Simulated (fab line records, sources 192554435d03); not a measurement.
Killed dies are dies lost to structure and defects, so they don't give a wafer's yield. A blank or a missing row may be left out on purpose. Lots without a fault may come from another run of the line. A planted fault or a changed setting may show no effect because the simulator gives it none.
fab line records | flow n5_finfet
record lots=7 wafers=39
route steps=1938 shown ZERO_LAYER@4 FIN_SAQP@96 SD_EPI_N@275 HKMG_FIN@386
start_h: hours from the record's first day to the start of the lot's first wafer shown | wait_h: hours since the lot's step before | " the same as in the row above | L1.1+2: a row that stands for several wafers | - no value, or no start given | * or withheld: withheld | < > ~ a bound
route shown NAME@n: a module of which the file shows steps, and the number in the route of the first | usual: mean/standard deviation of fault-free wafers | same: alike in all rows | chamber/n: place in a boat | sites: the reading at each site | _std_site: their standard deviation | _edge_site: outer sites' mean less inner sites' | radius_mm: how far each site lies from the wafer's centre | mask NAME#n: copy n | behind: the tool/chamber that last shaped the wafer | hold: why the lot was held/for how many hours/how that ended | device: the transistor (n, p or np) that didn't switch | end of line: the same wafers' tests at the end of the route | a step without rows: its recipe alone | killed: dies lost to structure and defects at the first sort, not the wafer's yield | map: a wafer's dies, x killed, . not, _ none there
set.NAME: the setting as run; set.NAME@STEP: as run at that earlier step | model.NAME: the simulator's own value behind a step, which no gauge read
lots whose settings were changed on purpose; a table a step, a row a wafer
## steps
# step N5_ZERO_LAYER_PECVD_02
# recipe material=SiO2 target_thk_a=100 temp_c=400 precursor=SiH4/N2O pressure_torr=0.75 rf_w=275 time_s=6
# columns lot.wafer tool chamber start_h wait_h set.target_thk_a model.SiO2_of_ZERO_LAYER_PECVD_02.thk_nm
L075.1 pecvd-01 2 18.28 0.0 100 9.897
L075.3 " 0 " " 100 9.849
L075.4 " 0 " " 100 9.983
L082.1 pecvd-01 2 60.28 0.0 100 9.737
L082.2 " 0 " " 84.04 8.169
L082.3 " 1 " " 84.04 8.3
L082.4 " 0 " " 100 10.05
L082.5 " 1 " " 100 9.988
L082.6 " 2 " " 84.04 8.439
L086.1 pecvd-03 0 84.28 0.0 90.19 8.833
L086.2 " 1 " " 100 9.822
L086.3 " 2 " " 90.19 8.938
L086.4 " 1 " " 100 9.921
L086.5 " 2 " " 90.19 9.129
L086.6 " 0 " " 100 9.979
L087.1 pecvd-02 0 90.28 0.0 100 9.754
L087.2 " 2 " " 90.33 8.877
L087.3 " 1 " " 90.33 8.653
L087.4 " 2 " " 100 10.16
L087.5 " 0 " " 100 10.04
L087.6 " 1 " " 90.33 8.833
L090.1 pecvd-03 0 108.28 0.0 100 9.808
L090.2 " 2 " " 100 9.849
L090.3 " 1 " " 89 8.763
L090.4 " 0 " " 89 8.775
L090.5 " 2 " " 100 9.976
L090.6 " 1 " " 89 8.75
L091.1 pecvd-03 0 114.28 0.0 100 9.94
L091.2 " 2 " " 100 9.929
L091.3 " 1 " " 100 9.67
L091.4 " 0 " " 100 9.877
L091.5 " 1 " " 100 9.824
L091.6 " 2 " " 100 9.977
L095.1 pecvd-03 0 138.28 0.0 108.2 10.63
L095.2 " 1 " " 108.2 10.39
L095.3 " 2 " " 100 9.845
L095.4 " 1 " " 108.2 10.67
L095.5 " 2 " " 100 10.06
L095.6 " 0 " " 100 9.853
# step N5_FIN_SAQP_HM_DEP_03
# recipe material=SiNx target_thk_a=380 temp_c=400 precursor=SiH4/NH3/N2 pressure_torr=1.5 rf_w=300 time_s=33.6
# columns lot.wafer tool chamber start_h wait_h set.target_thk_a model.SiNx_of_FIN_SAQP_HM_DEP_03.thk_nm
L075.1 pecvd-04 1 26.48 0.2 380 37.42
L075.3 " 2 " " 380 37.54
L075.4 " 0 " " 380 38.31
L082.1 pecvd-01 2 68.48 0.2 365.8 36.29
L082.2 " 0 " " 365.8 36.3
L082.3 " 1 " " 380 37.45
L082.4 " 1 " " 380 37.57
L082.5 " 2 " " 380 38.32
L082.6 " 0 " " 365.8 36.49
L086.1 pecvd-03 2 93.75 0.2 338.3 33.73
L086.2 " 1 " " 338.3 33.33
L086.3 " 0 " " 380 38.1
L086.4 " 0 " " 380 38.25
L086.5 " 1 " " 338.3 33.53
L086.6 " 2 " " 380 37.87
L087.1 pecvd-01 1 99.06 0.2 380 37.28
L087.2 " 2 " " 380 37.65
L087.3 " 0 " " 380 38.13
L087.4 " 1 " " 380 38.23
L087.5 " 2 " " 380 38.28
L087.6 " 0 " " 380 38.33
L090.1 pecvd-03 1 116.75 0.2 380 37.14
L090.2 " 0 " " 333 32.53
L090.3 " 2 " " 333 32.82
L090.4 " 1 " " 333 32.84
L090.5 " 0 " " 380 37.74
L090.6 " 2 " " 380 37.95
L091.1 pecvd-01 1 124.01 0.2 412.3 40.61
L091.2 " 0 " " 412.3 40.69
L091.3 " 2 " " 380 37.24
L091.4 " 2 " " 380 38.28
L091.5 " 1 " " 412.3 41.06
L091.6 " 0 " " 380 38.03
L095.1 pecvd-01 0 147.03 0.2 380 38.37
L095.2 " 1 " " 380 37.95
L095.3 " 1 " " 380 38.01
L095.4 " 0 " " 380 38.93
L095.5 " 1 " " 380 38.54
L095.6 " 0 " " 380 38.44
# step N5_FIN_SAQP_THK_MEAS_05
# usual thk_nm=37.9/0.47
# columns lot.wafer tool chamber start_h wait_h set.target_thk_a@FIN_SAQP_HM_DEP_03 thk_nm
L075.1 film_metro-02 - 26.57 0.1 380 37.5
L075.3 " - " " 380 37.6
L075.4 " - " " 380 38.4
L082.1 film_metro-01 - 68.57 0.1 365.8 36.3
L082.2 " - " " 365.8 36.3
L082.3 " - " " 380 37.4
L082.4 " - " " 380 37.5
L082.5 " - " " 380 38.4
L082.6 " - " " 365.8 36.5
L086.1 film_metro-01 - 93.84 0.1 338.3 33.7
L086.2 " - " " 338.3 33.3
L086.3 " - " " 380 38.1
L086.4 " - " " 380 38.2
L086.5 " - " " 338.3 33.5
L086.6 " - " " 380 37.8
L087.1 film_metro-01 - 99.15 0.1 380 37.3
L087.2 " - " " 380 37.7
L087.3 " - " " 380 38.2
L087.4 " - " " 380 38.2
L087.5 " - " " 380 38.3
L087.6 " - " " 380 38.3
L090.1 film_metro-02 - 116.84 0.1 380 37.2
L090.2 " - " " 333 32.5
L090.3 " - " " 333 32.8
L090.4 " - " " 333 32.9
L090.5 " - " " 380 37.7
L090.6 " - " " 380 38.0
L091.1 film_metro-01 - 124.11 0.1 412.3 40.5
L091.2 " - " " 412.3 40.7
L091.3 " - " " 380 37.3
L091.4 " - " " 380 38.2
L091.5 " - " " 412.3 41.1
L091.6 " - " " 380 38.0
L095.1 film_metro-02 - 147.14 0.1 380 38.4
L095.2 " - " " 380 37.9
L095.3 " - " " 380 38.0
L095.4 " - " " 380 38.9
L095.5 " - " " 380 38.5
L095.6 " - " " 380 38.5
# step N5_FIN_SAQP_PECVD_47
# recipe material=a-Si target_thk_a=450 temp_c=400 precursor=SiH4/He pressure_torr=3 rf_w=100 time_s=36.3
# step N5_FIN_SAQP_PECVD_48
# recipe material=SiNx target_thk_a=250 temp_c=400 precursor=SiH4/NH3/N2 pressure_torr=1.5 rf_w=300 time_s=22.1
# step N5_FIN_SAQP_MANDREL2_REMOVE_60
# recipe chemistry=HBr/Cl2/O2 bt_time_s=10 target=a-Si stop_on=SiNx endpoint=OES-SiCl over_etch_frac=1 icp_w=600 bias_w=22 HBr_flow_sccm=150 Cl2_flow_sccm=80 O2_flow_sccm=5 pressure_mtorr=10
# step N5_FIN_SAQP_HM_OPEN_33
# recipe chemistry=CH3F/O2 target=SiNx mask_material=SiO2 target_depth_a=494 time_s=70.6 pressure_mtorr=30 source_w=395 bias_w=73 Ar_flow_sccm=150 CH3F_flow_sccm=30 O2_flow_sccm=20 ion_energy_ev=120 ends=cleared
# usual etch_rf_on_time_s=69.0/1.2
# columns lot.wafer tool chamber start_h wait_h set.target_thk_a@FIN_SAQP_HM_DEP_03 etch_rf_on_time_s model.etch.depth_nm
L075.1 rie_diel-01 0 30.84 0.1 380 68.1 36.8
L075.3 " 3 " " 380 66.3 36.91
L075.4 " 1 " " 380 70.0 37.6
L082.1 rie_diel-03 0 73.01 0.0 365.8 67.9 35.66
L082.2 " 2 " " 365.8 66.6 35.67
L082.3 " 1 " " 380 69.1 36.8
L082.4 " 1 " " 380 68.8 36.92
L082.5 " 2 " " 380 70.5 37.7
L082.6 " 0 " " 365.8 67.3 35.83
L086.1 rie_diel-03 2 99.67 0.0 338.3 60.9 33.07
L086.2 " 3 " " 338.3 60.2 32.69
L086.3 " 0 " " 380 70.2 37.47
L086.4 " 1 " " 380 69.0 37.63
L086.5 " 1 " " 338.3 60.8 32.9
L086.6 " 2 " " 380 68.7 37.21
L087.1 rie_diel-01 2 103.65 0.1 380 70.0 36.66
L087.2 " 3 " " 380 68.0 36.94
L087.3 " 1 " " 380 70.3 37.5
L087.4 " 0 " " 380 70.1 37.59
L087.5 " 3 " " 380 69.6 37.66
L087.6 " 0 " " 380 70.1 37.62
L090.1 rie_diel-03 2 122.34 0.4 380 67.8 36.5
L090.2 " 3 " " 333 59.1 31.82
L090.3 " 1 " " 333 59.5 32.19
L090.4 " 0 " " 333 60.8 32.21
L090.5 " 2 " " 380 68.6 37.11
L090.6 " 3 " " 380 68.9 37.24
L091.1 rie_diel-01 1 128.91 0.1 412.3 74.8 39.98
L091.2 " 3 " " 412.3 72.7 39.99
L091.3 " 2 " " 380 69.3 36.62
L091.4 " 0 " " 380 70.1 37.65
L091.5 " 3 " " 412.3 73.1 40.43
L091.6 " 0 " " 380 69.4 37.41
L095.1 rie_diel-03 0 151.79 0.1 380 71.2 37.75
L095.2 " 2 " " 380 69.7 37.32
L095.3 " 3 " " 380 69.6 37.39
L095.4 " 2 " " 380 70.7 38.22
L095.5 " 0 " " 380 71.7 37.91
L095.6 " 3 " " 380 69.9 37.73
# step N5_FIN_SAQP_FIN_ETCH_36
# recipe chemistry=HBr/Cl2/O2 target_depth_a=1200 mask_material=SiNx time_s=50.4 bias_w=102 pressure_mtorr=10 icp_w=800 HBr_flow_sccm=150 Cl2_flow_sccm=80 O2_flow_sccm=12
# columns lot.wafer tool chamber start_h wait_h set.bias_w set.target_thk_a@FIN_SAQP_HM_DEP_03 model.SiNx_of_FIN_SAQP_HM_DEP_03.thk_nm model.FIN_SAQP.feature_depth_nm model.etch.depth_nm
L075.1 rie_si-01 1 31.12 0.0 102 380 20.6 119 119
L075.3 " 3 " " 102 380 20.4 121.8 121.8
L075.4 " 2 " " 102 380 21.4 120.6 120.5
L082.1 rie_si-06 3 73.30 0.0 102 365.8 19.4 120 120
L082.2 " 1 " " 102 365.8 19.4 119.2 119.3
L082.3 " 2 " " 102 380 20.4 121.6 121.7
L082.4 " 0 " " 102 380 20.8 119.8 119.8
L082.5 " 1 " " 102 380 21.4 120.4 120.3
L082.6 " 0 " " 102 365.8 19.8 119.4 119.4
L086.1 rie_si-03 1 99.95 0.0 84.8 338.3 18.2 116.6 116.6
L086.2 " 0 " " 84.8 338.3 18 116 116
L086.3 " 3 " " 102 380 21 122.6 122.7
L086.4 " 2 " " 84.8 380 22.8 117 117
L086.5 " 0 " " 102 338.3 16.6 120.6 120.5
L086.6 " 1 " " 102 380 20.8 121 121.1
L087.1 rie_si-01 2 103.93 0.0 102 380 20.4 120.8 120.7
L087.2 " 1 " " 115.7 380 19.6 123.2 123.2
L087.3 " 3 " " 115.7 380 19.8 126.6 126.7
L087.4 " 0 " " 115.7 380 20 125.2 125.3
L087.5 " 3 " " 102 380 21.2 122.6 122.7
L087.6 " 0 " " 102 380 21.2 120.8 120.7
L090.1 rie_si-03 0 122.64 0.0 102 380 20.4 118.4 118.4
L090.2 " 1 " " 102 333 15.6 120.4 120.4
L090.3 " 3 " " 110.9 333 15 123.2 123.3
L090.4 " 2 " " 110.9 333 15.2 122.6 122.6
L090.5 " 3 " " 110.9 380 20 123.2 123.1
L090.6 " 0 " " 102 380 21.2 118.4 118.3
L091.1 rie_si-03 3 129.20 0.0 118.7 412.3 22 127.8 127.7
L091.2 " 1 " " 102 412.3 23.8 120 120
L091.3 " 2 " " 118.7 380 19 124.8 124.7
L091.4 " 0 " " 102 380 21.4 120.4 120.4
L091.5 " 1 " " 118.7 412.3 22.8 123.8 123.8
L091.6 " 2 " " 102 380 21.2 121 120.9
L095.1 rie_si-03 3 152.07 0.0 102 380 21.4 122 122
L095.2 " 0 " " 102 380 21.2 119.6 119.6
L095.3 " 1 " " 102 380 21 120.2 120.3
L095.4 " 2 " " 102 380 22 121 120.9
L095.5 " 0 " " 102 380 21.8 119.2 119.2
L095.6 " 3 " " 102 380 21.4 121.2 121.1
# step N5_FIN_SAQP_PRECLEAN_38
# recipe chemistry=O3/DIW time_s=45 temp_c=22 o3_ppm=10
# step N5_FIN_SAQP_PRECLEAN_45
# recipe chemistry=dHF time_s=10 dilution=500:1 temp_c=25
# step N5_FIN_SAQP_SRD_39
# recipe dry=ipa_marangoni time_s=30 temp_c=23 rinse_liquid=diw
# step N5_FIN_SAQP_OCD_MEAS_76
# usual trench_depth_nm=120.6/1.3
# columns lot.wafer tool chamber start_h wait_h set.bias_w@FIN_SAQP_FIN_ETCH_36 trench_depth_nm
L075.1 ocd-01 - 31.35 0.0 102 119.1
L075.3 " - " " 102 121.8
L075.4 " - " " 102 120.7
L082.1 ocd-02 - 73.52 0.0 102 119.7
L082.2 " - " " 102 119.5
L082.3 " - " " 102 121.8
L082.4 " - " " 102 119.3
L082.5 " - " " 102 120.5
L082.6 " - " " 102 119.5
L086.1 ocd-01 - 100.18 0.0 84.8 116.9
L086.2 " - " " 84.8 115.8
L086.3 " - " " 102 122.7
L086.4 " - " " 84.8 117.3
L086.5 " - " " 102 120.2
L086.6 " - " " 102 121.5
L087.1 ocd-02 - 104.15 0.0 102 120.4
L087.2 " - " " 115.7 123.1
L087.3 " - " " 115.7 126.7
L087.4 " - " " 115.7 125.1
L087.5 " - " " 102 122.6
L087.6 " - " " 102 120.3
L090.1 ocd-02 - 122.86 0.0 102 118.4
L090.2 " - " " 102 120.1
L090.3 " - " " 110.9 122.7
L090.4 " - " " 110.9 122.3
L090.5 " - " " 110.9 123.3
L090.6 " - " " 102 118.4
L091.1 ocd-02 - 129.41 0.0 118.7 127.6
L091.2 " - " " 102 120.0
L091.3 " - " " 118.7 124.3
L091.4 " - " " 102 119.7
L091.5 " - " " 118.7 123.9
L091.6 " - " " 102 120.7
L095.1 ocd-01 - 152.30 0.0 102 122.3
L095.2 " - " " 102 119.2
L095.3 " - " " 102 120.9
L095.4 " - " " 102 121.1
L095.5 " - " " 102 119.8
L095.6 " - " " 102 121.1
# step N5_SD_EPI_N_ETCH_35
# recipe chemistry=N2/H2 target=SOC overetch_a=1080 mask_material=SiARC temp_c=40 ion_energy_ev=100 source_w=3000 bias_w=133 pressure_mtorr=20 time_s=486 n2_flow_sccm=200 h2_flow_sccm=200
# usual rf_vpp_V=240.7/1.5
# columns lot.wafer tool chamber start_h wait_h set.source_w rf_vpp_V model.SiARC_of_SD_EPI_N_COAT_33.thk_nm model.SD_EPI_N.cd_nm
L075.1 rie_diel-01 1 53.13 0.0 3000 239.1 19.8 120.6
L075.3 " 3 " " 3000 239.3 19.4 120.2
L075.4 " 0 " " 3000 240.9 19.8 121.2
L082.1 rie_diel-03 0 95.34 0.0 2528 255.3 22 116.2
L082.2 " 3 " " 3000 238.9 19.6 121
L082.3 " 2 " " 3000 242.9 19.8 120.6
L082.4 " 1 " " 3000 241.7 19.8 119.8
L082.5 " 1 " " 2528 253.3 21.8 117.2
L082.6 " 2 " " 2528 256.6 21.6 118.2
L086.1 rie_diel-04 0 121.80 0.0 3000 238.7 19.8 121.2
L086.2 " 2 " " 2443 260.5 22.6 117
L086.3 " 3 " " 3000 244.3 20.2 120.8
L086.4 " 1 " " 2443 262.1 22.2 118
L086.5 " 2 " " 2443 259.9 22.6 116.6
L086.6 " 1 " " 3000 241.4 20.2 121.6
L087.1 rie_diel-01 0 126.98 0.0 3000 239.6 19.6 120.8
L087.2 " 2 " " 3000 239.7 20 118
L087.3 " 3 " " 3000 239.1 19.2 119.8
L087.4 " 1 " " 3000 241.1 19.8 119.8
L087.5 " 3 " " 3000 238.9 19.2 120
L087.6 " 0 " " 3000 238.8 19.6 120.2
L090.1 rie_diel-04 0 148.57 0.0 3479 228.4 17.6 124
L090.2 " 2 " " 3000 242.2 20 119.8
L090.3 " 3 " " 3479 230.8 18.2 122.6
L090.4 " 1 " " 3479 231.2 18.2 123.8
L090.5 " 0 " " 3000 240.3 19.6 121.8
L090.6 " 3 " " 3000 242.3 20 120.8
L091.1 rie_diel-04 3 156.37 0.0 3000 242.2 20 121.4
L091.2 " 2 " " 3000 241.5 20 120.6
L091.3 " 0 " " 3000 240.1 19.6 121.2
L091.4 " 3 " " 3000 242.7 20 122
L091.5 " 0 " " 3000 238.2 19.4 122.2
L091.6 " 2 " " 3000 240.3 20 121.2
L095.1 rie_diel-04 2 175.52 0.0 3000 241.2 20.2 120.6
L095.2 " 3 " " 3000 242.9 19.8 119.6
L095.3 " 0 " " 3432 227.2 17.6 123.4
L095.4 " 0 " " 3432 228.3 17.8 122.4
L095.5 " 3 " " 3000 241.9 19.8 120.4
L095.6 " 2 " " 3432 232.1 18.6 121.8
# step N5_SD_EPI_N_ETCH_16
# recipe chemistry=CHF3/O2 target=SiO2 target_depth_a=50 mask_material=SOC pressure_mtorr=30 source_w=650 bias_w=170 Ar_flow_sccm=200 CHF3_flow_sccm=50 O2_flow_sccm=5 ion_energy_ev=200
# columns lot.wafer tool chamber start_h wait_h set.target_depth_a model.etch.depth_nm
L075.1 rie_diel-01 1 53.65 0.1 50 4.957
L075.3 " 3 " " 50 5.107
L075.4 " 0 " " 50 5.008
L082.1 rie_diel-03 0 95.86 0.1 45.86 4.536
L082.2 " 3 " " 45.86 4.584
L082.3 " 2 " " 50 5.027
L082.4 " 1 " " 50 5.007
L082.5 " 1 " " 45.86 4.586
L082.6 " 2 " " 50 4.988
L086.1 rie_diel-04 0 122.32 0.1 50 5.113
L086.2 " 2 " " 54.31 5.413
L086.3 " 3 " " 54.31 5.45
L086.4 " 1 " " 50 5.026
L086.5 " 2 " " 54.31 5.408
L086.6 " 1 " " 50 5.012
L087.1 rie_diel-01 0 127.50 0.1 45.36 4.567
L087.2 " 2 " " 50 4.921
L087.3 " 3 " " 45.36 4.65
L087.4 " 1 " " 50 5.001
L087.5 " 3 " " 50 5.127
L087.6 " 0 " " 45.36 4.553
L090.1 rie_diel-04 0 149.09 0.1 48.32 4.93
L090.2 " 2 " " 50 4.93
L090.3 " 3 " " 48.32 4.76
L090.4 " 1 " " 50 5.005
L090.5 " 0 " " 50 5.053
L090.6 " 3 " " 48.32 4.805
L091.1 rie_diel-04 3 156.89 0.1 50 4.961
L091.2 " 2 " " 50 4.96
L091.3+5 " 0 " " 50 5.081
L091.4 " 3 " " 50 4.941
L091.6 " 2 " " 50 4.914
L095.1 rie_diel-04 2 176.05 0.1 50 4.903
L095.2 " 3 " " 50 4.997
L095.3 " 0 " " 50 5.095
L095.4 " 0 " " 50 5.104
L095.5 " 3 " " 50 5.012
L095.6 " 2 " " 50 4.896
# step N5_HKMG_FIN_HK_ALD_01
# recipe material=HfO2 target_thk_a=16 temp_c=withheld ald_precursor_family=HfCl4 ald_co_reactant=H2O pulse_time_s=3 purge_time_s=3 co_reactant_purge_time_s=2.5 co_reactant_pulse_time_s=0.3 ald_cycles=30
# columns lot.wafer tool chamber start_h wait_h set.ald_cycles
L075.1+3+4 ald_hk-02 3,0,1 74.31 0.0 30
L082.1+2+3+4+5+6 ald_hk-03 3,1,2,0,0,1 116.01 0.0 30
L086.1+3+5 ald_hk-01 1,3,2 142.49 0.0 27
L086.2+4+6 " 0,2,3 " " 30
L087.1+2+5 ald_hk-01 2,1,1 148.15 0.0 30
L087.3+4+6 " 0,3,2 " " 33
L090.1+2+3 ald_hk-01 1,3,2 170.69 0.0 25
L090.4+5+6 " 0,3,0 " " 30
L091.1+2+4 ald_hk-02 0,2,1 180.94 0.0 30
L091.3+5+6 " 3,1,2 " " 26
L095.1+3+5 ald_hk-02 1,0,2 196.93 0.0 34
L095.2+4+6 " 3,2,1 " " 30
## key
split step=N5_ZERO_LAYER_PECVD_02 setting=target_thk_a stated=100 by=wafer
response step=N5_ZERO_LAYER_PECVD_02 reading=model.SiO2_of_ZERO_LAYER_PECVD_02.thk_nm change=+0.102 per=1% r=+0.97
split step=N5_FIN_SAQP_HM_DEP_03 setting=target_thk_a stated=380 by=wafer
response step=N5_FIN_SAQP_HM_DEP_03 reading=model.SiNx_of_FIN_SAQP_HM_DEP_03.thk_nm change=+0.391 per=1% r=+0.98
response step=N5_FIN_SAQP_THK_MEAS_05 reading=thk_nm change=* per=1% r=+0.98
response step=N5_FIN_SAQP_HM_OPEN_33 reading=etch_rf_on_time_s change=* per=1% r=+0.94
response step=N5_FIN_SAQP_HM_OPEN_33 reading=model.etch.depth_nm change=+0.39 per=1% r=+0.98
response step=N5_FIN_SAQP_FIN_ETCH_36 reading=model.SiNx_of_FIN_SAQP_HM_DEP_03.thk_nm change=+0.37 per=1% r=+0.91
split step=N5_FIN_SAQP_FIN_ETCH_36 setting=bias_w stated=102 by=wafer
response step=N5_FIN_SAQP_FIN_ETCH_36 reading=model.FIN_SAQP.feature_depth_nm change=+0.305 per=1% r=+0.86
response step=N5_FIN_SAQP_FIN_ETCH_36 reading=model.etch.depth_nm change=+0.306 per=1% r=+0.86
response step=N5_FIN_SAQP_OCD_MEAS_76 reading=trench_depth_nm change=+0.311 per=1% r=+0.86
split step=N5_SD_EPI_N_ETCH_35 setting=source_w stated=3000 by=wafer
response step=N5_SD_EPI_N_ETCH_35 reading=rf_vpp_V change=-0.897 per=1% r=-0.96
response step=N5_SD_EPI_N_ETCH_35 reading=model.SiARC_of_SD_EPI_N_COAT_33.thk_nm change=-0.128 per=1% r=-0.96
response step=N5_SD_EPI_N_ETCH_35 reading=model.SD_EPI_N.cd_nm change=+0.191 per=1% r=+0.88
split step=N5_SD_EPI_N_ETCH_16 setting=target_depth_a stated=50 by=wafer
response step=N5_SD_EPI_N_ETCH_16 reading=model.etch.depth_nm change=+0.0473 per=1% r=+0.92
split step=N5_HKMG_FIN_HK_ALD_01 setting=ald_cycles stated=30 by=wafer
response none in this file
